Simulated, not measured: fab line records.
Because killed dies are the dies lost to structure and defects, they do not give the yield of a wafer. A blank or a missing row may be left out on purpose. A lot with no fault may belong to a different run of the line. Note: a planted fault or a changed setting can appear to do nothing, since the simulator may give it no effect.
Problem report, 8D (eight disciplines) form, completed by code ; flow nand harc ; the parts of the form that need people (team, actions taken, sign-off) are left out

== 1. WHAT WENT WRONG ==
Wafers without a fault read 541, standard deviation 83; raw defect count at NHARC_THIN_TSV_INSPECT_40 reads a mean of 1043 on 6 wafers belonging to 2 lots. Relative to the usual mean, that is a shift of +6.1 standard deviations.
First observed at day 29 12:55: wafer L249.2, on defect inspect-02. The record has a number at this step for 36 wafers belonging to 12 lots. The rule behind "out" and "out of limits": a value lying over 4 standard deviations away from the usual mean. Any other wafer with a number is counted as sound.

== 2. WHAT IT IS, AND WHAT IT ISN'T ==
question;is;is not
which readings at this step;raw defect count;-
which lots;L249, L252;L236, L237, L239, L242, L244, L247, L248, L257, L258, L259
which wafers of those lots;all that have a number;-
read on which gauges;defect inspect-02;defect inspect-01
when;from day 29 12:55;"up to then (21 sound wafers); but 9 sound wafers of L257, L258, L259 came after"

== 3. WHAT RULES OUT EACH SUSPECT ==
Counting: any tool at a process step up to the reading is kept as a suspect provided that every lot that is out went through it and no sound lot did after the first of them.
- the gauge at NHARC_THIN_TSV_INSPECT_40 has been ruled out. All the wafers that are out were read on defect inspect-02, but those of them that NHARC_END_SORT_01 has rows for are out there too, on other tools.
- pvd sputter-01 at NHARC_THIN_TSV_PRE_CLEAN_50 (time 30 s): ruled out as a lasting fault. After its first lot that is out, L249 (day 29 07:00), sound lots L259 ran on it. NHARC_THIN_TSV_PRE_CLEAN_50 gives no start for some lots, so the hours and the order of its lots are those of NHARC_THIN_TSV_DEGAS_53.
- wet bench-08 at NHARC_THIN_TSV_STRIP_57 (strips in post etch residue remover, time 1200 s): ruled out as a lasting fault. After its first lot that is out, L249 (day 29 09:00), sound lots L258 ran on it.
Left after counting: nothing in the record.

== 4. THE CAUSE (what the simulator had put in) ==
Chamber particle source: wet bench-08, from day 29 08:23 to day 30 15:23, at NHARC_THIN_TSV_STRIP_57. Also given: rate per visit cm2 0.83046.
Counting ruled it out, wrongly: the rule takes a fault to strike every lot that its tool runs from its start on, and this one did not.

== 5. THE EFFECT CHAIN, in route order ==
Each row: a reading where the mean over the struck wafers with a number is more than 3 standard deviations away from the usual. Scope: only readings with a usual standard deviation given in the record; hours: median across lots of the time from each lot's start at the first step in this table that gives one to its start at this step; sigmas: change in usual standard deviations.
hours;step;reading;usual;on struck wafers;change;sigmas
0;NHARC_THIN_TSV_INSPECT_40;raw defect count;541;1043;+502;+6.1
8;NHARC_END_SORT_01;defect limited yield;91.6 %;83.3;-8.3;-3.2
8;NHARC_END_SORT_01;killed at other;0.8;68.3;+67.5;+61
8;NHARC_END_SORT_01;killed dies;57;113;+56;+3.3
8;NHARC_END_SORT_01;sort_bin_2_pct;2.9 %;6.7;+3.8;+3.5
8;NHARC_END_SORT_01;sort_bin_3_pct;0.6 %;3.5;+2.9;+7.8
8;NHARC_END_SORT_01;sort n pass;620;564;-56;-3.3
8;NHARC_END_SORT_01;sort yield pct;91.6 %;83.3;-8.3;-3.2

== 6. WHAT WOULD HAVE CAUGHT IT SOONER ==
The first out-of-limits reading at a measuring or inspecting step in this record came at day 29 12:55, 5 hours after the fault's start at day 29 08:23.
Of the tool readings at NHARC_THIN_TSV_STRIP_57 for which the record gives a usual standard deviation, none was out on any struck wafer, so an alarm limit of 4 standard deviations on them would not have fired.
